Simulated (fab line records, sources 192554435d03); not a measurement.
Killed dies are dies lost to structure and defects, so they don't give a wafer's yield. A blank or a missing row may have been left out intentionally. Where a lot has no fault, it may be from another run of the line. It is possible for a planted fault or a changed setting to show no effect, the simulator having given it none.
Split-lot trial / flow n5_finfet / 39 wafers read from 7 lots, route of 1938 steps

## THE SPLIT ITSELF
At N5_DUMMY_GATE_ETCH_32 (etches SiO2 in CF4, target depth 3.5 nm, time 3.9 s), the setting time_s was moved away from the recipe's 3.9 s on 12 of the 39 wafers read, by -20.3% to +8.6%. All remaining wafers had this setting at the recipe value.

The reading is taken at the split's own step.

## THE READING
etch.depth_nm (the simulator's own value, which no gauge read), in nm, at N5_DUMMY_GATE_ETCH_32 (etches SiO2 in CF4, target depth 3.5 nm, time 3.9 s). The file does not state a usual value for it. Here, 27 wafers ran the recipe; their average is 3.505 nm with a standard deviation of 0.065 nm.

wafer=L075.1; tool, chamber at the split=rie_si-06, 3; time_s as run, s=4.234; against the recipe=+8.6%; etch.depth_nm, nm=3.792; against lot-mates on the recipe=+0.257
wafer=L075.2; tool, chamber at the split=rie_si-06, 2; time_s as run, s=3.9; against the recipe=recipe; etch.depth_nm, nm=3.651; against lot-mates on the recipe=-
wafer=L075.3; tool, chamber at the split=rie_si-06, 1; time_s as run, s=3.9; against the recipe=recipe; etch.depth_nm, nm=3.488; against lot-mates on the recipe=-
wafer=L075.4; tool, chamber at the split=rie_si-06, 0; time_s as run, s=4.234; against the recipe=+8.6%; etch.depth_nm, nm=3.771; against lot-mates on the recipe=+0.236
wafer=L075.5; tool, chamber at the split=rie_si-06, 2; time_s as run, s=4.234; against the recipe=+8.6%; etch.depth_nm, nm=3.982; against lot-mates on the recipe=+0.447
wafer=L075.6; tool, chamber at the split=rie_si-06, 1; time_s as run, s=3.9; against the recipe=recipe; etch.depth_nm, nm=3.466; against lot-mates on the recipe=-
wafer=L080.1; tool, chamber at the split=rie_si-06, 2; time_s as run, s=3.108; against the recipe=-20.3%; etch.depth_nm, nm=2.922; against lot-mates on the recipe=-0.570
wafer=L080.2; tool, chamber at the split=rie_si-06, 1; time_s as run, s=3.108; against the recipe=-20.3%; etch.depth_nm, nm=2.794; against lot-mates on the recipe=-0.698
wafer=L080.3; tool, chamber at the split=rie_si-06, 0; time_s as run, s=3.9; against the recipe=recipe; etch.depth_nm, nm=3.486; against lot-mates on the recipe=-
wafer=L080.4; tool, chamber at the split=rie_si-06, 3; time_s as run, s=3.9; against the recipe=recipe; etch.depth_nm, nm=3.478; against lot-mates on the recipe=-
wafer=L080.5; tool, chamber at the split=rie_si-06, 0; time_s as run, s=3.9; against the recipe=recipe; etch.depth_nm, nm=3.513; against lot-mates on the recipe=-
wafer=L080.6; tool, chamber at the split=rie_si-06, 3; time_s as run, s=3.108; against the recipe=-20.3%; etch.depth_nm, nm=2.771; against lot-mates on the recipe=-0.721
wafer=L082.1; tool, chamber at the split=rie_si-01, 2; time_s as run, s=3.9; against the recipe=recipe; etch.depth_nm, nm=3.453; against lot-mates on the recipe=-
wafer=L082.2; tool, chamber at the split=rie_si-01, 3; time_s as run, s=3.9; against the recipe=recipe; etch.depth_nm, nm=3.49; against lot-mates on the recipe=-
wafer=L082.3; tool, chamber at the split=rie_si-01, 0; time_s as run, s=3.9; against the recipe=recipe; etch.depth_nm, nm=3.412; against lot-mates on the recipe=-
wafer=L082.4; tool, chamber at the split=rie_si-01, 1; time_s as run, s=3.9; against the recipe=recipe; etch.depth_nm, nm=3.474; against lot-mates on the recipe=-
wafer=L082.5; tool, chamber at the split=rie_si-01, 2; time_s as run, s=3.9; against the recipe=recipe; etch.depth_nm, nm=3.477; against lot-mates on the recipe=-
wafer=L082.6; tool, chamber at the split=rie_si-01, 1; time_s as run, s=3.9; against the recipe=recipe; etch.depth_nm, nm=3.475; against lot-mates on the recipe=-
wafer=L087.1; tool, chamber at the split=rie_si-01, 2; time_s as run, s=4.142; against the recipe=+6.2%; etch.depth_nm, nm=3.735; against lot-mates on the recipe=+0.221
wafer=L087.2; tool, chamber at the split=rie_si-01, 1; time_s as run, s=3.9; against the recipe=recipe; etch.depth_nm, nm=3.514; against lot-mates on the recipe=-
wafer=L087.3; tool, chamber at the split=rie_si-01, 0; time_s as run, s=4.142; against the recipe=+6.2%; etch.depth_nm, nm=3.641; against lot-mates on the recipe=+0.127
wafer=L087.4; tool, chamber at the split=rie_si-01, 3; time_s as run, s=3.9; against the recipe=recipe; etch.depth_nm, nm=3.53; against lot-mates on the recipe=-
wafer=L087.5; tool, chamber at the split=rie_si-01, 1; time_s as run, s=3.9; against the recipe=recipe; etch.depth_nm, nm=3.497; against lot-mates on the recipe=-
wafer=L087.6; tool, chamber at the split=rie_si-01, 2; time_s as run, s=4.142; against the recipe=+6.2%; etch.depth_nm, nm=3.725; against lot-mates on the recipe=+0.211
wafer=L090.1; tool, chamber at the split=rie_si-01, 0; time_s as run, s=3.9; against the recipe=recipe; etch.depth_nm, nm=3.466; against lot-mates on the recipe=-
wafer=L090.4; tool, chamber at the split=rie_si-01, 1; time_s as run, s=3.9; against the recipe=recipe; etch.depth_nm, nm=3.509; against lot-mates on the recipe=-
wafer=L090.5; tool, chamber at the split=rie_si-01, 2; time_s as run, s=3.9; against the recipe=recipe; etch.depth_nm, nm=3.537; against lot-mates on the recipe=-
wafer=L091.1; tool, chamber at the split=rie_si-06, 2; time_s as run, s=3.9; against the recipe=recipe; etch.depth_nm, nm=3.646; against lot-mates on the recipe=-
wafer=L091.2; tool, chamber at the split=rie_si-06, 1; time_s as run, s=3.9; against the recipe=recipe; etch.depth_nm, nm=3.518; against lot-mates on the recipe=-
wafer=L091.3; tool, chamber at the split=rie_si-06, 3,0; time_s as run, s=3.227; against the recipe=-17.3%; etch.depth_nm, nm=2.868; against lot-mates on the recipe=-0.674
wafer=L091.5; tool, chamber at the split=rie_si-06, 3,0; time_s as run, s=3.227; against the recipe=-17.3%; etch.depth_nm, nm=2.868; against lot-mates on the recipe=-0.674
wafer=L091.4; tool, chamber at the split=rie_si-06, 0; time_s as run, s=3.227; against the recipe=-17.3%; etch.depth_nm, nm=2.869; against lot-mates on the recipe=-0.673
wafer=L091.6; tool, chamber at the split=rie_si-06, 3; time_s as run, s=3.9; against the recipe=recipe; etch.depth_nm, nm=3.462; against lot-mates on the recipe=-
wafer=L092.1; tool, chamber at the split=rie_si-03, 1; time_s as run, s=3.9; against the recipe=recipe; etch.depth_nm, nm=3.393; against lot-mates on the recipe=-
wafer=L092.2; tool, chamber at the split=rie_si-03, 0; time_s as run, s=3.9; against the recipe=recipe; etch.depth_nm, nm=3.616; against lot-mates on the recipe=-
wafer=L092.3; tool, chamber at the split=rie_si-03, 2; time_s as run, s=3.9; against the recipe=recipe; etch.depth_nm, nm=3.467; against lot-mates on the recipe=-
wafer=L092.4; tool, chamber at the split=rie_si-03, 3; time_s as run, s=3.9; against the recipe=recipe; etch.depth_nm, nm=3.491; against lot-mates on the recipe=-
wafer=L092.5; tool, chamber at the split=rie_si-03, 3; time_s as run, s=3.9; against the recipe=recipe; etch.depth_nm, nm=3.482; against lot-mates on the recipe=-
wafer=L092.6; tool, chamber at the split=rie_si-03, 0; time_s as run, s=3.9; against the recipe=recipe; etch.depth_nm, nm=3.655; against lot-mates on the recipe=-
Where a row lists several chambers, the file gives one row for several wafers and doesn't say which wafer went through which chamber.

THE FIT
A straight line over all 39 wafers: etch.depth_nm changes by +0.0352 nm for each +1% of time_s; r = +0.97; the points scatter about the line by 0.068 nm.
The same after taking each lot's own level away (the mean of its wafers on the recipe; 39 wafers): +0.0351 nm for each +1%; r = +0.97; scatter 0.067 nm.
That fit puts the effect of the largest move of time_s on the reading at 0.71 nm.
From 3.4635 to 3.5420 nm: that is the span of the lots' own levels, equal to 1.2 times the standard deviation above.
The two slopes agree, so the slope changes little with the lot-to-lot level.
Check: for one of the wafers moved furthest among these (-20.3%), held out of the fit, the line's prediction against its lot-mates is -0.746 nm. Against them it came out at -0.57 nm.

## OTHER SPLITS ON THESE WAFERS
Before the reading, these wafers also passed through other splits. Each is held against what the fit with the lots' levels taken away leaves over:
other split on the same wafers=N5_FIN_SAQP_MANDREL_ETCH_22 target_depth_a; wafers away from the commonest value=15; r with etch.depth_nm (lot level and that fit taken away)=+0.06

## THE FILE'S OWN FIT
etch.depth_nm changes by +0.0352 nm for each +1% of time_s, r = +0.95.
